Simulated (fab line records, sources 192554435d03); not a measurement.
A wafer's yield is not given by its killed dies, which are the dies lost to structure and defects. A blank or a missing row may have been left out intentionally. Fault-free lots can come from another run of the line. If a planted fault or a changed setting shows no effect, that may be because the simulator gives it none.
The same fault as seen by 2 desks :: flow n5-finfet :: only its own numbers are on each desk; what lay behind them is given at the end

== THE TOOL OWNER'S DESK: implanter-02 ==
The tool's own readings at N5_WELL_APT_IMPLANT_32: means of the sampled wafers that have a number, for each lot that ran on this tool. Any lot whose mean is over 4 standard deviations away from the usual mean is out of limits and marked OUT; that distance is given in the brackets.
Columns: A = beam-energy-keV at N5_WELL_APT_IMPLANT_32, usual 49.994; B = dose-ions-cm2 at N5_WELL_APT_IMPLANT_32, usual 1.9999e+13; C = faraday-current-uA at N5_WELL_APT_IMPLANT_32, usual 254
lot: L853
first seen here: day 2 21:56
A: 50.016
B: 2.0021e+13
C: 257

lot: L854
first seen here: day 3 03:37
A: 49.993
B: 2.6527e+13 (+99 or more) OUT
C: 340 (+16) OUT

lot: L857
first seen here: day 3 21:34
A: 49.987
B: 2.6533e+13 (+99 or more) OUT
C: 339 (+16) OUT

lot: L858
first seen here: day 4 03:32
A: 49.993
B: 2.6535e+13 (+99 or more) OUT
C: 334 (+15) OUT

lot: L868
first seen here: day 6 16:01
A: 49.982
B: 1.9999e+13
C: 258

lot: L871
first seen here: day 7 09:25
A: 50.012
B: 1.9978e+13
C: 252
This desk finds L854, L857, L858 out of limits, L854 being first, at day 3 03:37 (dose-ions-cm2 at N5_WELL_APT_IMPLANT_32). L853, L868, L871 stayed within limits.

== FROM THE METROLOGY DESK ==
Means of the sampled wafers that have a number, per lot and without regard to the tool the lot ran on: this is what the gauges read. Any lot whose mean is over 4 standard deviations away from the usual mean is out of limits and marked OUT; that distance is given in the brackets. 7 of its 12 readings are shown: the first one out of limits and those lying furthest out on some lot.
Columns: A = cd-nm at N5_WELL_APT_CD_MEAS_08, usual 200.1 nm; B = CJ_N at N5_BEOL_M4_RC_MEAS_101, usual 4.30; C = DIBL_N at N5_BEOL_M4_RC_MEAS_101, usual 36.1 mV/V; D = DIBL_P at N5_BEOL_M4_RC_MEAS_101, usual 36.3 mV/V; E = ION_P at N5_BEOL_M4_RC_MEAS_101, usual 463 uA/um; F = SS_N at N5_BEOL_M4_RC_MEAS_101, usual 71.5 mV/dec; G = VT_P at N5_BEOL_M4_RC_MEAS_101, usual -250 mV
lot: L848
first seen here: day 1 14:05
A: 200.6
B: 4.22
C: 35.5
D: 35.6
E: 467
F: 71.0
G: -249

lot: L853
first seen here: day 2 19:41
A: 198.2
B: 4.25
C: 35.8
D: 36.9
E: 475
F: 71.3
G: -247

lot: L854
first seen here: day 3 02:03
A: 201.2
B: 4.93 (+8.3) OUT
C: 38.2
D: 39.0
E: 457
F: 72.5
G: -254

lot: L857
first seen here: day 3 19:41
A: 202.3
B: 4.98 (+9.0) OUT
C: 35.7
D: 34.9
E: 464
F: 71.4
G: -245

lot: L858
first seen here: day 4 02:02
A: 201.2
B: 5.09 (+10) OUT
C: 36.2
D: 37.0
E: 451
F: 71.8
G: -254

lot: L865
first seen here: day 5 20:10
A: 201.5
B: 4.32
C: 35.7
D: 35.6
E: 471
F: 71.3
G: -250

lot: L867
first seen here: day 6 07:49
A: 199.0
B: 4.33
C: 36.8
D: 38.0
E: 462
F: 71.8
G: -252

lot: L868
first seen here: day 6 13:43
A: 198.2
B: 4.24
C: 34.8
D: 35.9
E: 464
F: 71.6
G: -252

lot: L870
first seen here: day 7 01:52
A: 198.3
B: 4.37
C: 37.3
D: 36.1
E: 458
F: 71.6
G: -249

lot: L871
first seen here: day 7 07:34
A: 201.4
B: 4.29
C: 37.0
D: 36.1
E: 470
F: 71.0
G: -246
This desk reports L854, L857, L858 out of limits; the earliest was L854 at day 9 14:43 (CJ_N at N5_BEOL_M4_RC_MEAS_101). L848, L853, L865, L867, L868, L870, L871 stayed within limits.

== ALL TOGETHER ==
On L854, L857, L858, at day 3 03:37, an alarm was possible from the tool owner's desk.
An alarm was possible from the metrology desk at day 9 14:43, on L854, L857, L858.
The lots listed all ran N5_WELL_APT_IMPLANT_32 on implanter-02.

== WHAT THE SIMULATOR PUT IN ==
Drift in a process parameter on implanter-02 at N5_WELL_APT_IMPLANT_32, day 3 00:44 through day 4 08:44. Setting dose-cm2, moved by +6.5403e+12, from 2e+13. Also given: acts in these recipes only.
Lots struck among those shown: L854, L857, L858.
Counting hours from when the fault started, the first reading out of limits came at 3 for the tool owner's desk and at 158 for the metrology desk.
